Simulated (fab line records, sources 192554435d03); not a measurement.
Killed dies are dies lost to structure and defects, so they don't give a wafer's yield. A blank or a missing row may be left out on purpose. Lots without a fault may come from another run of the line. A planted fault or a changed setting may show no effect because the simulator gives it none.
Chamber matching | flow n5_finfet | N5_BEOL_M0_SAQP_PECVD_03 on pecvd-02: 3 sister chambers
The step deposits SiCN from 3MS/NH3, target thk 12 nm, time 21.1 s. 14 wafers are shown with their chamber, then 7 later ones without.

WAFERS WITH THEIR CHAMBER
wafer  | chamber | showerhead_plenum_p_Torr (Torr) | throttle_valve_pct (%)
L076.3 | 1       | 3.662                           | 9.7
L076.4 | 0       | 3.682                           | 8.2
L076.6 | 2       | 3.682                           | 8.7
L077.2 | 1       | 3.665                           | 9.7
L077.4 | 0       | 3.687                           | 8.2
L077.6 | 1       | 3.656                           | 9.7
L083.1 | 1       | 3.660                           | 9.4
L083.3 | 0       | 3.681                           | 8.4
L083.4 | 2       | 3.682                           | 8.6
L086.2 | 0       | 3.685                           | 8.7
L086.4 | 0       | 3.685                           | 8.5
L086.5 | 1       | 3.663                           | 9.8
L088.4 | 2       | 3.686                           | 8.9
L088.5 | 0       | 3.678                           | 8.4

SIGNATURES (means of the wafers above)
reading                  | chamber 0 | chamber 1 | chamber 2 | scatter within a chamber
showerhead_plenum_p_Torr | 3.68300   | 3.66120   | 3.68333   | 0.00318
throttle_valve_pct       | 8.400     | 9.660     | 8.733     | 0.17
Rule: a wafer's distance from a chamber is the root of the sum, over the readings, of the square of ((its reading less the chamber's mean) divided by the reading's scatter). The wafer belongs to the nearest chamber; if the next one is less than 2 further off, it can't be placed. The scatter: the root of (the sum of the squares of (reading less its chamber's mean) over the shown wafers, divided by (wafers less chambers)).

WAFERS WITHOUT THEIR CHAMBER
wafer  | showerhead_plenum_p_Torr (Torr) | throttle_valve_pct (%)
L088.6 | 3.665                           | 9.5
L089.2 | 3.682                           | 8.4
L089.5 | 3.684                           | 8.8
L089.6 | 3.680                           | 8.3
L093.2 | 3.699                           | 8.5
L093.3 | 3.657                           | 9.4
L093.6 | 3.685                           | 8.8

WHICH CHAMBER EACH WENT THROUGH
wafer  | from the rows above     | in truth
L088.6 | 1                       | 1
L089.2 | can't be placed: 0 or 2 | 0
L089.5 | can't be placed: 2 or 0 | 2
L089.6 | can't be placed: 0 or 2 | 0
L093.2 | can't be placed: 0 or 2 | 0
L093.3 | 1                       | 1
L093.6 | can't be placed: 2 or 0 | 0
Placed correctly: 2 of 7. Can't be placed from these rows: 5 (the true chamber is among the candidates in 5). Placed wrongly: 0.
